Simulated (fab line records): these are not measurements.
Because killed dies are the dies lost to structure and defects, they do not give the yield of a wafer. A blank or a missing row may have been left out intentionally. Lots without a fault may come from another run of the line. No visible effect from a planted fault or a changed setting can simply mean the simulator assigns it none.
Chamber matching	flow n5-finfet	3 sister chambers for N5_BEOL_M3_PRE_CLEAN_60 on cvd-co-02
The step time 15 s. 27 wafers are shown with their chamber, then 12 later ones without.

WAFERS PAIRED WITH THEIR CHAMBERS
wafer	chamber	heater-power-w (W)
L074.2	1	81
L074.3	2	70
L074.6	1	80
L076.1	2	71
L076.2	0	52
L076.3	1	80
L076.4	0	52
L076.5	1	82
L076.6	2	73
L079.1	1	81
L079.2	0	53
L079.4	1	81
L081.1	1	81
L081.3	2	70
L081.5	2	72
L083.1	0	53
L083.5	2	72
L083.6	0	54
L085.1	1	82
L085.4	0	53
L085.5	2	72
L086.1	2	72
L086.2	1	82
L086.5	1	80
L089.1	1	81
L089.2	0	52
L089.3	2	72

SIGNATURES, as means of the wafers listed above
reading	chamber 0	chamber 1	chamber 2	scatter within a chamber
heater-power-w	52.71	81.00	71.56	0.858
Rule: for a wafer and a chamber, the distance is found by dividing, reading by reading, the gap between the wafer's reading and the chamber's mean by the reading's scatter, squaring, summing and taking the root. If the next closest chamber is less than 2 further off than the closest, the wafer can't be placed; otherwise it belongs to the closest. The scatter: take each reading less its chamber's mean, square it, sum over the shown wafers, divide by the number of wafers less the number of chambers, and take the root.

WAFERS MISSING THEIR CHAMBER
wafer	heater-power-w (W)
L089.4	53
L089.5	82
L089.6	74
L095.1	83
L095.3	53
L095.4	52
L094.1	53
L094.4	53
L094.6	82
L097.1	84
L097.2	54
L097.6	82

EACH ONE'S CHAMBER
wafer	from the rows above	in truth
L089.4	0	0
L089.5	1	1
L089.6	2	2
L095.1	1	1
L095.3	0	0
L095.4	0	0
L094.1	0	0
L094.4	0	0
L094.6	1	1
L097.1	1	1
L097.2	0	0
L097.6	1	1
Correct placement for 12 of the 12. Not placeable from these rows: 0. 0 placed wrongly.
